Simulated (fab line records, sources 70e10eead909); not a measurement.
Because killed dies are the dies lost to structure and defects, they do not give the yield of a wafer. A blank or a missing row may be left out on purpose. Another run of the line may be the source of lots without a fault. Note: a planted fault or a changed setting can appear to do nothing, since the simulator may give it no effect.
fab line records | flow nandHarc
[record] lots = 5 wafers = 15 lastDay = 33
route steps=1302 shown P_ZERO_WELL@29 END@1302
lots untouched by any fault: they come from a run of this same line in which no faults occurred
startH: start of the lot's first displayed wafer, in hours after the record's first day | waitH: hours elapsed since this lot's preceding step | " the same as in the row above | L1.1+2: a single row standing in for several wafers | - value missing, or start not given | * or withheld: withheld | < > ~ a bound
route shown NAME@n: a module of which the file shows steps, and the number in the route of the first | usual: mean and standard deviation over wafers with no fault | same: alike in all rows | chamber/n: place in a boat | sites: each site's reading | _std_site: how widely they spread, as a standard deviation | _edge_site: the outer-site mean with the inner-site mean subtracted | radiusMm: how far each site lies from the wafer's centre | mask NAME#n: copy n | behind: the last tool/chamber to shape the wafer | hold: why the lot was held/for how many hours/how that ended | device: the n, p or np transistor that did not switch | end of line: the same wafers' tests at the end of the route | where a step has no rows: the recipe by itself | killed: not the wafer's yield, but the dies lost to structure and defects at the first sort | map: a wafer's dies, x killed, . not, _ none there
set.NAME: the setting as run; set.NAME@STEP: as run at that earlier step | model.NAME: the simulator's own value behind a step, which no gauge read
lots seen at some steps along the route; tables by step, rows by wafer
services: from which hour (startH, from the record's first day; less than 0 if before it) a tool's chamber was out of use, for how many hours, and why
[[steps]]
[step NHARC_P_ZERO_WELL_CD_MEAS_24]
[recipe] targetCdNm = 720 landingEnergyEv = 500
[usual] cdNm = 718.1/1.7
// columns lot.wafer tool chamber startH waitH cdNm
L219.1 cdSem-01 0 92.58 - 717.3
L219.3 " 0 " " 719.0
L219.5 " 0 " " 719.8
L220.1 cdSem-01 0 102.82 - 715.5
L220.2 " 0 " " 716.2
L220.5 " 0 " " 718.1
L223.4 cdSem-02 0 132.44 - 720.5
L223.5 " 0 " " 719.1
L223.6 " 0 " " 716.4
L232.3 cdSem-02 0 222.60 - 717.1
L232.5 " 0 " " 715.2
L232.6 " 0 " " 717.7
L235.1 cdSem-01 0 252.37 - 718.6
L235.3 " 0 " " 718.7
L235.6 " 0 " " 719.2
[step NHARC_P_ZERO_WELL_HARDBAKE_25]
[recipe] tempC = 125 timeS = 80
[step NHARC_P_ZERO_WELL_DESCUM_26]
[recipe] timeS = 3 o2FlowSccm = 200 arFlowSccm = 0 biasPowerW = 0 chemistry = O2
[usual] drypumpMotorCurrentA = 5.8/0.37 oesProductAu = 1.002/0.0089 rfVppV = 57.9/0.99 showerheadPlenumPTorr = 1.94/0.079 throttleValvePct = 11.310/0.0091
// columns lot.wafer tool chamber startH waitH drypumpMotorCurrentA oesProductAu rfHoursCounterH rfVppV showerheadPlenumPTorr throttleValvePct
L219.1 rieDiel-09 1 92.76 - 5.5 1.009 42 58.4 1.97 11.319
L219.3 " 2 " " 6.3 1.006 38 57.4 2.02 11.313
L219.5 " 0 " " 6.2 0.984 - 56.0 1.77 11.303
L220.1 rieDiel-09 0 103.02 - 6.2 0.987 36 56.0 1.77 11.290
L220.2 " 3 " " 5.0 0.995 42 58.0 1.86 11.308
L220.5 " 1 " " 5.5 0.997 - 57.2 1.97 11.327
L223.4 rieDiel-13 2 132.64 - 5.8 1.001 - 57.6 1.87 11.317
L223.5 " 3 " " 5.9 1.011 - 59.3 1.95 11.303
L223.6 " 1 " " 5.9 0.992 - 57.7 1.99 11.314
L232.3 rieDiel-09 3 222.76 - 4.9 1.005 22 57.9 1.85 11.311
L232.5 " 2 " " 6.4 1.011 - 57.9 2.01 11.300
L232.6 " 3 " " 5.0 1.006 - 57.4 1.85 11.306
L235.1 rieDiel-13 0 252.62 - 5.9 1.009 19 58.7 2.00 11.324
L235.3 " 2 " " 5.8 1.011 20 57.9 1.86 11.329
L235.6 " 1 " " 5.9 0.993 - 58.2 1.98 11.303
[step NHARC_P_ZERO_WELL_IMPLANT_27]
[recipe] energyKev = 600 doseCm2 = 1e+13 tiltDeg = 7
[step NHARC_P_ZERO_WELL_IMPLANT_57]
[recipe] energyKev = 250 doseCm2 = 4e+12 tiltDeg = 7
[step NHARC_P_ZERO_WELL_IMPLANT_58]
[recipe] energyKev = 100 doseCm2 = 2e+12 tiltDeg = 7
[step NHARC_P_ZERO_WELL_STRIP_28]
[recipe] timeS = 840 tempC = 130 chemistry = SPM
[step NHARC_P_ZERO_WELL_DEHYDRATE_29]
[recipe] tempC = 150 timeS = 120
[step NHARC_P_ZERO_WELL_HMDS_30]
[recipe] timeS = 30
[step NHARC_P_ZERO_WELL_COAT_31]
[recipe] spinRpm = withheld
[step NHARC_P_ZERO_WELL_SOFTBAKE_32]
[recipe] tempC = 122 timeS = 95
[step NHARC_P_ZERO_WELL_EBR_33]
[step NHARC_P_ZERO_WELL_EXPOSE_34]
[recipe] na = 0.6 targetCdNm = 720 doseMj = 22.31 maskId = P_PWELL
// columns lot.wafer tool chamber startH waitH mask
L219.1+3+5 krfScanner-01 0 94.06 - P_PWELL#0
L220.1+2+5 krfScanner-01 0 104.21 - P_PWELL#0
L223.4+5+6 krfScanner-01 0 133.82 - P_PWELL_R1#0
L232.3+5+6 krfScanner-01 0 224.08 - P_PWELL#0
L235.1+3+6 krfScanner-01 0 253.93 - P_PWELL#0
[step NHARC_P_ZERO_WELL_PEB_35]
[recipe] pebTempC = 118 pebTimeS = 85
[step NHARC_P_ZERO_WELL_DEVELOP_36]
[recipe] timeS = 70
[step NHARC_P_ZERO_WELL_CD_MEAS_37]
[recipe] targetCdNm = 720 landingEnergyEv = 500
[usual] cdNm = 720.1/2.2
// columns lot.wafer tool chamber startH waitH cdNm
L219.1 cdSem-03 0 94.22 - 720.3
L219.3 " 0 " " 721.5
L219.5 " 0 " " 719.2
L220.1 cdSem-02 0 104.37 - 723.9
L220.2 " 0 " " 724.7
L220.5 " 0 " " 719.8
L223.4 cdSem-03 0 133.97 - 777.0
L223.5 " 0 " " 777.0
L223.6 " 0 " " 775.1
L232.3 cdSem-03 0 224.23 - 718.6
L232.5 " 0 " " 719.1
L232.6 " 0 " " 719.8
L235.1 cdSem-02 0 254.09 - 719.2
L235.3 " 0 " " 719.1
L235.6 " 0 " " 723.5
[step NHARC_P_ZERO_WELL_HARDBAKE_38]
[recipe] tempC = 125 timeS = 80
[step NHARC_END_SORT_01]
[recipe] tempC = 25
[usual] killedAtArray = 58/18 killedAtOther = 1.0/1.5 killedAtPeriphery = 4/3.1 killedDies = 64/18 killedOpen = 3.4/1.9 killedShort = 2.7/1.7
[same] grossDies = 677
// columns lot.wafer tool chamber startH waitH killedAtArray killedAtOther killedAtPeriphery killedDies killedOpen killedShort
L220.1 prober-01 0 662.41 2.5 90 3 9 102 3 0
L220.2 prober-01 0 663.22 2.8 67 7 7 81 3 2
L220.5 prober-01 0 665.65 3.7 80 3 14 97 1 2
L223.4 prober-01 0 680.75 3.4 46 2 0 48 2 5
L223.5 prober-01 0 681.55 3.7 47 0 8 55 5 1
L223.6 prober-01 0 682.36 4.0 40 0 3 43 0 1
// killed by level:class
L220.1 A_CHANNEL_HOLE_D1:chamberFilmFlake=39 A_SLIT:chamberFilmFlake=28 A_CHANNEL_HOLE_D2:chamberFilmFlake=13 P_CONTACT:chamberFilmFlake=7 A_DECK1_JOINT:chamberFilmFlake=3 THIN_TSV:chamberFilmFlake=3 A_CONTACT:chamberFilmFlake=2 P_M0:geometricParticle:open=1
L220.2 A_SLIT:chamberFilmFlake=27 A_CHANNEL_HOLE_D1:chamberFilmFlake=20 A_CHANNEL_HOLE_D2:chamberFilmFlake=8 THIN_TSV:chamberFilmFlake=7 P_M2:chamberFilmFlake=3 A_SGD_CUT:chamberFilmFlake=3 A_DECK1_JOINT:chamberFilmFlake=2 A_CONTACT:chamberFilmFlake=2
L220.5 A_CHANNEL_HOLE_D1:chamberFilmFlake=31 A_SLIT:chamberFilmFlake=26 A_CHANNEL_HOLE_D2:chamberFilmFlake=14 P_CONTACT:chamberFilmFlake=12 A_CONTACT:chamberFilmFlake=5 THIN_TSV:chamberFilmFlake=3 A_M1:chamberFilmFlake=2 P_M0:geometricParticle:open=1
L223.4 A_CHANNEL_HOLE_D1:chamberFilmFlake=32 A_CONTACT:chamberFilmFlake=4 A_CHANNEL_FILL_D2:geometricParticle:short=2 A_CHANNEL_FILL_D2:chamberFilmFlake=2 A_CHANNEL_FILL_D1:geometricParticle:short=1 A_DECK1_JOINT:geometricParticle:open=1 A_ONON_D2:geometricParticle:open=1 A_CHANNEL_HOLE_D2:geometricParticle:short=1
L223.5 A_CHANNEL_HOLE_D1:chamberFilmFlake=38 A_CONTACT:chamberFilmFlake=2 P_GATE:geometricParticle:open=1 P_CONTACT:geometricParticle:open=1 P_M0:geometricParticle:open=1 P_M1:geometricParticle:open=1 A_ONON_D1:geometricParticle:short=1 A_CONTACT:geometricParticle:open=1
L223.6 A_CHANNEL_HOLE_D1:chamberFilmFlake=32 P_ZERO_WELL:areaExpose=2 A_WL_FILL:geometricParticle:short=1 P_BONDPAD:chamberFilmFlake=1 A_CHANNEL_HOLE_D2:chamberFilmFlake=1 A_CHANNEL_FILL_D1:chamberFilmFlake=1 A_STAIRCASE:chamberFilmFlake=1 A_SGD_CUT:chamberFilmFlake=1
[[services]]
// columns tool chamber startH hours kind
rieDiel-09 0 73.43 - clean
rieDiel-09 1 73.43 - clean
rieDiel-09 2 73.43 - clean
rieDiel-09 3 73.43 - clean
rieDiel-09 - 82.48 0.4 repair
rieDiel-09 0 98.52 - clean
rieDiel-09 1 98.52 - clean
rieDiel-09 2 98.52 - clean
rieDiel-09 3 98.52 - clean
rieDiel-09 3 115.86 2.5 repair
rieDiel-09 0 123.02 - clean
rieDiel-09 1 123.02 - clean
rieDiel-09 2 123.02 - clean
rieDiel-09 3 123.02 - clean
rieDiel-13 0 130.13 4.5 repair
krfScanner-01 - 140.01 4.0 pm
rieDiel-09 - 143.44 9.0 pm
rieDiel-09 0 143.44 9.0 ventCycle
rieDiel-09 1 143.44 9.0 ventCycle
rieDiel-09 2 143.44 9.0 ventCycle
rieDiel-09 3 143.44 9.0 ventCycle
krfScanner-01 0 158.14 - calibration
rieDiel-13 - 165.00 9.0 pm
rieDiel-09 3 184.09 7.9 repair
[[key]]
[firstSign] step = NHARC_P_ZERO_WELL_EXPOSE_34 reading = mask direction = changed
[effect] step = NHARC_P_ZERO_WELL_CD_MEAS_37 reading = cdNm direction = up sigmas = 26 usual = 720.1 struck = 776.4
metAt NHARC_P_ZERO_WELL_EXPOSE_34
struckWafers L223.4,L223.5,L223.6
testerLeftOut L223
onsetBetween 104.21 133.82
[fault] kind = wrongMask tool = any chamber = - onsetH = 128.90 steps = NHARC_P_ZERO_WELL_EXPOSE_34 auxCopy = P_PWELL_R1#0 cdOffsetNm = 55.388 scope = struckLotsOnly
// testerLeftOut: of these lots the tester's yield and bins aren't shown, on N5 and GAA mostly nor the transistor test; their killed dies are dies lost to structure and defects alone, not to doping, threshold or leakage, so they don't give the yield
